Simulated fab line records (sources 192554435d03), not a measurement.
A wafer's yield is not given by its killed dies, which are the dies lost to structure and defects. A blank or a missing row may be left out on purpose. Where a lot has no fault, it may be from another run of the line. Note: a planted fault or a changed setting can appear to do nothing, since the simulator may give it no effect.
Which tool did it? -- flow n5Finfet -- 11 lots (30 wafers sampled), 1 step of a 1938-step route

## WHAT EACH GAUGE READ, for each wafer
N5_BEOL_M0_OCD_MEAS_108.
lot,measured,on,trenchDepthNm (nm)
L318,day 5 23:28,ocd-02,33.5 33.3 31.9
L319,day 6 01:37,ocd-02,32.7 32.0 33.5
L320,day 6 08:38,ocd-02,31.7 31.6
L321,day 6 18:04,ocd-01,33.4 32.3 33.4
L322,day 6 18:40,ocd-01,33.3 32.8 31.8
L325,day 7 20:22,ocd-02,31.5 32.8 33.9
L330,day 8 19:56,ocd-02,32.2 32.2
L334,day 9 20:51,ocd-01,33.5 33.1 34.3
L336,day 10 07:23,ocd-02,35.1 32.6 35.1
L337,day 10 16:53,ocd-01,32.6 33.3
L340,day 11 14:20,ocd-02,32.1 32.2 33.3

## WHAT TOOL EACH LOT RAN ON (gives the tool, then ch and the chambers of the sampled wafers, and finally the start)
Before these readings, the record contains no process step.

## THE ANSWER, worked out from the rows above alone
Rule: usual is defined by the lots themselves. The widest of any qualifying gaps counts: lots, ordered by their means at a reading, are off when they make up no more than a third of the lots, leave a main group of 4 or more, and stand apart from it by 3 or more times the standard deviation of that group's means. A main group whose means are all the same, to the digits that the tables above print for the reading, isn't used. A lot without any number at a reading at which 4 lots or more have one is off too. Where the step has rows for the other lots, those lots are counted as sound.
No lot is off at any reading shown: from this, nothing can be told.

## WHAT HAD BEEN PUT IN BY THE SIMULATOR
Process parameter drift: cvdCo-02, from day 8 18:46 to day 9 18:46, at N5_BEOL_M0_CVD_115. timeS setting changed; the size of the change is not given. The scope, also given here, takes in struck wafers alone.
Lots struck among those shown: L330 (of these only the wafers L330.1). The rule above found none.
